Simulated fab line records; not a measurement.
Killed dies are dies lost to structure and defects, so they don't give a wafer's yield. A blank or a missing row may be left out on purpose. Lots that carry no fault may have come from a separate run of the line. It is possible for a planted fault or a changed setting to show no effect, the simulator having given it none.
Split-lot experiment || flow n5_finfet || on a route of 1938 steps: 7 lots, 21 wafers read

ABOUT THE SPLIT
At N5_BEOL_M11_COAT_59 (time 60 s, resist thk 100 nm), the setting spin_rpm was moved away from the recipe's 1500 rpm on 7 of the 21 wafers read, by -6.7% to +7.8%. The other wafers ran this setting at the recipe's value.

FROM THE SPLIT TO THE READING: what the file shows between them, 7 steps
- N5_BEOL_M11_COAT_60: time 60 s, resist thk 30 nm
- N5_BEOL_M11_COAT_05: resist thk 90 nm
- N5_BEOL_M11_DESCUM_16: chemistry O2, time 7.9 s
- N5_BEOL_M11_ETCH_61: etches SiARC in CF4, target depth 39 nm, time 65 s
- N5_BEOL_M11_ETCH_62: etches SOC in N2/H2, target depth 110 nm, overetch 22 nm, time 165 s
- N5_BEOL_M11_STRIP_68: strips in N2/H2
- N5_BEOL_M11_STRIP_67: strips in CF4

THE READING
SOC_of_BEOL_M11_COAT_59.thk_nm (the simulator's own value, which no gauge read), in nm, at N5_BEOL_M11_HM_OPEN_17 (chemistry Cl2/BCl3, target TiN, target depth 20 nm, overetch 6 nm). No usual value for it is given in the file. The 14 wafers here that ran the recipe average 92.2 nm, standard deviation 0.38 nm.

{"wafer": "L077.3", "tool, chamber at the split": "litho_track-02, 0", "spin_rpm as run, rpm": 1500, "against the recipe": "recipe", "SOC_of_BEOL_M11_COAT_59.thk_nm, nm": 92.6, "against lot-mates on the recipe": "-"}
{"wafer": "L077.5", "tool, chamber at the split": "litho_track-02, 0", "spin_rpm as run, rpm": 1604, "against the recipe": "+6.9%", "SOC_of_BEOL_M11_COAT_59.thk_nm, nm": 88.2, "against lot-mates on the recipe": -4.4}
{"wafer": "L077.6", "tool, chamber at the split": "litho_track-02, 0", "spin_rpm as run, rpm": 1604, "against the recipe": "+6.9%", "SOC_of_BEOL_M11_COAT_59.thk_nm, nm": 89.4, "against lot-mates on the recipe": -3.2}
{"wafer": "L078.1", "tool, chamber at the split": "litho_track-05, 0", "spin_rpm as run, rpm": 1568, "against the recipe": "+4.5%", "SOC_of_BEOL_M11_COAT_59.thk_nm, nm": 89.6, "against lot-mates on the recipe": -2.2}
{"wafer": "L078.2", "tool, chamber at the split": "litho_track-05, 0", "spin_rpm as run, rpm": 1568, "against the recipe": "+4.5%", "SOC_of_BEOL_M11_COAT_59.thk_nm, nm": 90, "against lot-mates on the recipe": -1.8}
{"wafer": "L078.4", "tool, chamber at the split": "litho_track-05, 0", "spin_rpm as run, rpm": 1500, "against the recipe": "recipe", "SOC_of_BEOL_M11_COAT_59.thk_nm, nm": 91.8, "against lot-mates on the recipe": "-"}
{"wafer": "L079.1", "tool, chamber at the split": "litho_track-02, 0", "spin_rpm as run, rpm": 1500, "against the recipe": "recipe", "SOC_of_BEOL_M11_COAT_59.thk_nm, nm": 92.6, "against lot-mates on the recipe": "-"}
{"wafer": "L079.6", "tool, chamber at the split": "litho_track-02, 0", "spin_rpm as run, rpm": 1500, "against the recipe": "recipe", "SOC_of_BEOL_M11_COAT_59.thk_nm, nm": 92.6, "against lot-mates on the recipe": "-"}
{"wafer": "L079.2", "tool, chamber at the split": "litho_track-02, 0", "spin_rpm as run, rpm": 1500, "against the recipe": "recipe", "SOC_of_BEOL_M11_COAT_59.thk_nm, nm": 92.8, "against lot-mates on the recipe": "-"}
{"wafer": "L082.4", "tool, chamber at the split": "litho_track-02, 0", "spin_rpm as run, rpm": 1500, "against the recipe": "recipe", "SOC_of_BEOL_M11_COAT_59.thk_nm, nm": 92.2, "against lot-mates on the recipe": "-"}
{"wafer": "L082.5", "tool, chamber at the split": "litho_track-02, 0", "spin_rpm as run, rpm": 1617, "against the recipe": "+7.8%", "SOC_of_BEOL_M11_COAT_59.thk_nm, nm": 88.4, "against lot-mates on the recipe": -3.9}
{"wafer": "L082.6", "tool, chamber at the split": "litho_track-02, 0", "spin_rpm as run, rpm": 1500, "against the recipe": "recipe", "SOC_of_BEOL_M11_COAT_59.thk_nm, nm": 92.4, "against lot-mates on the recipe": "-"}
{"wafer": "L085.2", "tool, chamber at the split": "litho_track-03, 0", "spin_rpm as run, rpm": 1500, "against the recipe": "recipe", "SOC_of_BEOL_M11_COAT_59.thk_nm, nm": 92.4, "against lot-mates on the recipe": "-"}
{"wafer": "L085.3", "tool, chamber at the split": "litho_track-03, 0", "spin_rpm as run, rpm": 1500, "against the recipe": "recipe", "SOC_of_BEOL_M11_COAT_59.thk_nm, nm": 92.2, "against lot-mates on the recipe": "-"}
{"wafer": "L085.6", "tool, chamber at the split": "litho_track-03, 0", "spin_rpm as run, rpm": 1500, "against the recipe": "recipe", "SOC_of_BEOL_M11_COAT_59.thk_nm, nm": 91.4, "against lot-mates on the recipe": "-"}
{"wafer": "L088.3", "tool, chamber at the split": "litho_track-05, 0", "spin_rpm as run, rpm": 1500, "against the recipe": "recipe", "SOC_of_BEOL_M11_COAT_59.thk_nm, nm": 91.8, "against lot-mates on the recipe": "-"}
{"wafer": "L088.4", "tool, chamber at the split": "litho_track-05, 0", "spin_rpm as run, rpm": 1500, "against the recipe": "recipe", "SOC_of_BEOL_M11_COAT_59.thk_nm, nm": 91.8, "against lot-mates on the recipe": "-"}
{"wafer": "L088.5", "tool, chamber at the split": "litho_track-05, 0", "spin_rpm as run, rpm": 1421, "against the recipe": "-5.3%", "SOC_of_BEOL_M11_COAT_59.thk_nm, nm": 95.4, "against lot-mates on the recipe": "+3.6"}
{"wafer": "L090.4", "tool, chamber at the split": "litho_track-03, 0", "spin_rpm as run, rpm": 1500, "against the recipe": "recipe", "SOC_of_BEOL_M11_COAT_59.thk_nm, nm": 92.2, "against lot-mates on the recipe": "-"}
{"wafer": "L090.5", "tool, chamber at the split": "litho_track-03, 0", "spin_rpm as run, rpm": 1500, "against the recipe": "recipe", "SOC_of_BEOL_M11_COAT_59.thk_nm, nm": 92.2, "against lot-mates on the recipe": "-"}
{"wafer": "L090.6", "tool, chamber at the split": "litho_track-03, 0", "spin_rpm as run, rpm": 1400, "against the recipe": "-6.7%", "SOC_of_BEOL_M11_COAT_59.thk_nm, nm": 96.2, "against lot-mates on the recipe": "+4.0"}

THE FIT
A straight line over all 21 wafers: SOC_of_BEOL_M11_COAT_59.thk_nm changes by -0.532 nm for each +1% of spin_rpm; r = -0.98; the points scatter about the line by 0.42 nm.
The same after taking each lot's own level away (the mean of its wafers on the recipe; 21 wafers): -0.552 nm for each +1%; r = -0.98; scatter 0.35 nm.
The reading moves by 4.3 nm for the largest change in spin_rpm, on that fit.
From 91.80 to 92.67 nm: that is the span of the lots' own levels, equal to 2.3 times the standard deviation above.
So the lot-to-lot level changes the slope little: the two slopes agree.
Check: with one of the wafers moved furthest among these (+7.8%) left out of the fit, the line predicts -4.27 nm for it against its lot-mates. It came out at -3.9 nm against them.

THESE WAFERS: OTHER SPLITS
Other splits were also applied to these wafers ahead of the reading. Each is held against what the fit with the lots' levels taken away leaves over:
{"other split on the same wafers": "N5_BEOL_M9_EXPOSE_08 dose_mj", "wafers away from the commonest value": 6, "r with SOC_of_BEOL_M11_COAT_59.thk_nm (lot level and that fit taken away)": -0.01}
{"other split on the same wafers": "N5_BEOL_M9_ETCH_66 bias_w", "wafers away from the commonest value": 5, "r with SOC_of_BEOL_M11_COAT_59.thk_nm (lot level and that fit taken away)": -0.33}
{"other split on the same wafers": "N5_BEOL_M9_TRENCH_ETCH_37 source_w", "wafers away from the commonest value": 5, "r with SOC_of_BEOL_M11_COAT_59.thk_nm (lot level and that fit taken away)": "+0.22"}
{"other split on the same wafers": "N5_BEOL_M10_ETCH_41 source_w", "wafers away from the commonest value": 6, "r with SOC_of_BEOL_M11_COAT_59.thk_nm (lot level and that fit taken away)": "+0.11"}
{"other split on the same wafers": "N5_BEOL_M11_PECVD_70 temp_c", "wafers away from the commonest value": 6, "r with SOC_of_BEOL_M11_COAT_59.thk_nm (lot level and that fit taken away)": -0.01}

THE WHOLE CHAIN: every reading that the file lists as answering this split, in the file's order
{"step": "N5_BEOL_M11_COAT_59", "what it does": "time 60 s, resist thk 100 nm", "reading": "SOC_of_BEOL_M11_COAT_59.thk_nm (the simulator's own value, which no gauge read)", "change (the file's fit)": "-0.539 nm for each +1% of the setting", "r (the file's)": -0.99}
{"step": "N5_BEOL_M11_ETCH_62", "what it does": "etches SOC in N2/H2, target depth 110 nm, overetch 22 nm, time 165 s", "reading": "etch.depth_nm (the simulator's own value, which no gauge read)", "change (the file's fit)": "-0.522 nm for each +1% of the setting", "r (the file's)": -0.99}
{"step": "N5_BEOL_M11_HM_OPEN_17", "what it does": "chemistry Cl2/BCl3, target TiN, target depth 20 nm, overetch 6 nm", "reading": "SOC_of_BEOL_M11_COAT_59.thk_nm (the simulator's own value, which no gauge read)", "change (the file's fit)": "-0.553 nm for each +1% of the setting", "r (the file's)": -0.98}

FILE'S OWN FIT
SOC_of_BEOL_M11_COAT_59.thk_nm changes by -0.553 nm for each +1% of spin_rpm, r = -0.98.
